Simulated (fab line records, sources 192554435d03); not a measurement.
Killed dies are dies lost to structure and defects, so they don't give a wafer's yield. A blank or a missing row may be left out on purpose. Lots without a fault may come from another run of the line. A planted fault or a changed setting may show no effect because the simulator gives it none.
A struck lot beside a sound one | flow n5_finfet | 15 steps out of a route of 1938
Sound: wafers L586.2, L586.3, L586.4. Struck: wafers L602.3, L602.4, L602.5. The cause comes at the end.
At each step with rows: each side's tool, then ch and its chambers, then its first start. Under that, the readings that differ: sound wafers | struck wafers | difference of the means | sigmas: that difference in standard deviations of wafers without a fault.
alike: readings whose means differ by less than 2 such deviations, and words and numbers that are the same on both sides. not compared: withheld readings, readings that some wafer has no value for, bounds like >300 that may hide the same value, and numbers for which the record gives no deviation and whose values overlap.
The two part at a step that has a row with sigmas, a row that says differs or no value, or rows on one side only. Numbers that don't overlap but have no deviation are shown without sigmas and don't part them. A reading that every wafer of one side lacks parts them only if that side has two wafers or more.

first, 3 steps without rows for these wafers: N5_BEOL_M9_EXPOSE_25 (exposes mask V8); N5_BEOL_M9_PEB_26 (peb time 60 s); N5_BEOL_M9_DEVELOP_27 (develop time 30 s).
N5_BEOL_M9_CD_MEAS_28: target cd 70 nm.
  sound on cd_sem-01 ch 0, day 10 11:13; struck on cd_sem-01 ch 0, day 14 20:03
  alike: cd_nm
N5_BEOL_M9_OVL_MEAS_29:
  sound on overlay-02 ch 0, day 10 11:15; struck on overlay-02 ch 0, day 14 20:07
  alike: V8_OVL
N5_BEOL_M9_INSPECT_30: inspects for defects (brightfield).
  sound on defect_inspect-01, day 10 11:18; struck on defect_inspect-02, day 14 20:09
  alike: raw_defect_count
N5_BEOL_M9_DESCUM_33: chemistry O2, time 7 s.
  sound on rie_diel-01 ch 2,3, day 10 11:20; struck on rie_diel-01 ch 2,3, day 14 20:20
  alike: drypump_motor_current_A, oes_product_au, rf_vpp_V, showerhead_plenum_p_Torr, throttle_valve_pct
  not compared: rf_hours_counter_h
N5_BEOL_M9_ETCH_76: etches underlayer in N2/H2, target depth 6.5 nm, time 5.2 s.
  sound on rie_diel-01 ch 2,3, day 10 11:22; struck on rie_diel-01 ch 2,3, day 14 20:22
  alike: drypump_motor_current_A, etch_rf_on_time_s, oes_product_au, rf_vpp_V, showerhead_plenum_p_Torr, throttle_valve_pct
  not compared: rf_hours_counter_h
N5_BEOL_M9_ETCH_65: etches SiARC in CF4, target depth 15.6 nm, time 26 s.
  sound on rie_diel-01 ch 2,3, day 10 11:23; struck on rie_diel-01 ch 2,3, day 14 20:23
  alike: drypump_motor_current_A, etch_rf_on_time_s, oes_product_au, rf_vpp_V, showerhead_plenum_p_Torr, throttle_valve_pct
  not compared: rf_hours_counter_h
N5_BEOL_M9_ETCH_66: etches SOC in N2/H2, target depth 80 nm, overetch 16 nm, time 120 s.
  sound on rie_diel-01 ch 2,3, day 10 11:25; struck on rie_diel-01 ch 2,3, day 14 20:25
  alike: drypump_motor_current_A, oes_product_au, rf_vpp_V, showerhead_plenum_p_Torr, throttle_valve_pct
  not compared: rf_hours_counter_h
then, 2 steps without rows for these wafers: N5_BEOL_M9_STRIP_69 (strips in N2/H2); N5_BEOL_M9_STRIP_77 (strips in N2/H2).
N5_BEOL_M9_VIA_ETCH_34: etches SiCOH lowk in C4F6/O2, target depth 182.4 nm, time 68.4 s.
  sound on rie_diel-01 ch 2,3, day 10 11:31; struck on rie_diel-01 ch 2,3, day 14 20:31
  reading                                  | sound          | struck            | difference | sigmas
  oes_product_au (a.u.)                    | 0.92 0.89 0.88 | 1.09 1.06 1.11    | +0.19      | +2
  model.etch.depth_nm (nm)                 | 188 180.1 178  | 266.7 256.7 268.1 | +81.8      |
  model.SOC_of_BEOL_M9_COAT_63.thk_nm (nm) | 50.6 51.4 51.4 | 47 47.8 46.8      | -4         |
  alike: drypump_motor_current_A, oes_o_777_au, rf_vpp_V, showerhead_plenum_p_Torr, throttle_valve_pct
  not compared: rf_hours_counter_h
then, 2 steps without rows for these wafers: N5_BEOL_M9_STRIP_73 (strips in C4F6/O2); N5_PASSIVATION_PROBE_49.

WHERE THEY PART
Only at N5_BEOL_M9_VIA_ETCH_34, within this record.

WHY: what the simulator had put in
Process parameter drift: rie_diel-01, from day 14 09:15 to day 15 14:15, at N5_BEOL_M9_VIA_ETCH_34. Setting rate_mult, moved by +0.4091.
